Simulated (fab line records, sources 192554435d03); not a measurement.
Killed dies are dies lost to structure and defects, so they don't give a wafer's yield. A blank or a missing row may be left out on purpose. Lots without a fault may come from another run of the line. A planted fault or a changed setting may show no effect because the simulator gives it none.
A struck lot beside a sound one | flow n5_finfet | 14 steps out of a route of 1938
Sound: wafers L479.1, L479.2, L479.3. Struck: wafers L484.1, L484.2, L484.4. The cause comes at the end.
At each step with rows: each side's tool, then ch and its chambers, then its first start. Under that, the readings that differ: sound wafers | struck wafers | difference of the means | sigmas: that difference in standard deviations of wafers without a fault.
alike: readings whose means differ by less than 2 such deviations, and words and numbers that are the same on both sides. not compared: withheld readings, readings that some wafer has no value for, bounds like >300 that may hide the same value, and numbers for which the record gives no deviation and whose values overlap.
The two part at a step that has a row with sigmas, a row that says differs or no value, or rows on one side only. Numbers that don't overlap but have no deviation are shown without sigmas and don't part them. A reading that every wafer of one side lacks parts them only if that side has two wafers or more.

first, 1 step without rows for these wafers: N5_PASSIVATION_STRIP_14 (strips in O2).
N5_PASSIVATION_ETCH_15: etches SiCN in CF4/N2, target depth 75 nm, time 81.2 s.
  sound on rie_diel-04 ch 0,1,3; struck on rie_diel-05 ch 1,2,3
  reading                | sound    | struck      | difference | sigmas
  rf_hours_counter_h (h) | 85 74 19 | 125 215 190 | +117       |
  alike: bias_w, drypump_motor_current_A, mfc_ar_sccm, oes_product_au, rf_fwd_power_W, rf_vpp_V, showerhead_plenum_p_Torr, throttle_valve_pct
then, 2 steps without rows for these wafers: N5_PASSIVATION_STRIP_73 (strips in post etch residue remover, time 60 s); N5_PASSIVATION_SRD_17 (time 30 s, dry time 30 s).
N5_PASSIVATION_DEGAS_18: time 60 s.
  sound on pvd_sputter-03, day 13 23:06; struck on pvd_sputter-01, day 15 17:07
  reading            | sound       | struck      | difference | sigmas
  heater_power_w (W) | 410 413 377 | 486 496 498 | +93        | +2
N5_PASSIVATION_PRE_CLEAN_19:
  sound on pvd_sputter-03, day 13 23:08; struck on pvd_sputter-01, day 15 17:10
  alike: heater_power_w
N5_PASSIVATION_SPUTTER_20: material TaN, target thk 50 nm.
  sound on pvd_sputter-03, day 13 23:11; struck on pvd_sputter-01, day 15 17:12
  alike: throttle_valve_pct
N5_PASSIVATION_AL_DEP_21: deposits Al, target thk 2800 nm, time 170 s.
  sound on pvd_sputter-03, day 13 23:17; struck on pvd_sputter-01, day 15 17:18
  alike: throttle_valve_pct
then, 4 steps without rows for these wafers: N5_PASSIVATION_HMDS_23 (time 60 s); N5_PASSIVATION_COAT_24; N5_PASSIVATION_EBR_26; N5_PASSIVATION_SOFTBAKE_25 (time 90 s).
N5_PASSIVATION_EXPOSE_27: exposes mask PAD, defocus 0 nm.
  sound on krf_scanner-01 ch 0, day 13 23:34; struck on krf_scanner-01 ch 0, day 15 17:36
  reading              | sound             | struck            | difference | sigmas
  exposure_dose_mJ_cm2 | 32.29 32.26 32.23 | 32.91 32.90 32.93 | +0.65      | +21
  alike: mask
then, 1 step without rows for these wafers: N5_PASSIVATION_PEB_28.

WHERE THEY PART
First at N5_PASSIVATION_DEGAS_18; last, within this record, at N5_PASSIVATION_EXPOSE_27.

WHY: what the simulator had put in
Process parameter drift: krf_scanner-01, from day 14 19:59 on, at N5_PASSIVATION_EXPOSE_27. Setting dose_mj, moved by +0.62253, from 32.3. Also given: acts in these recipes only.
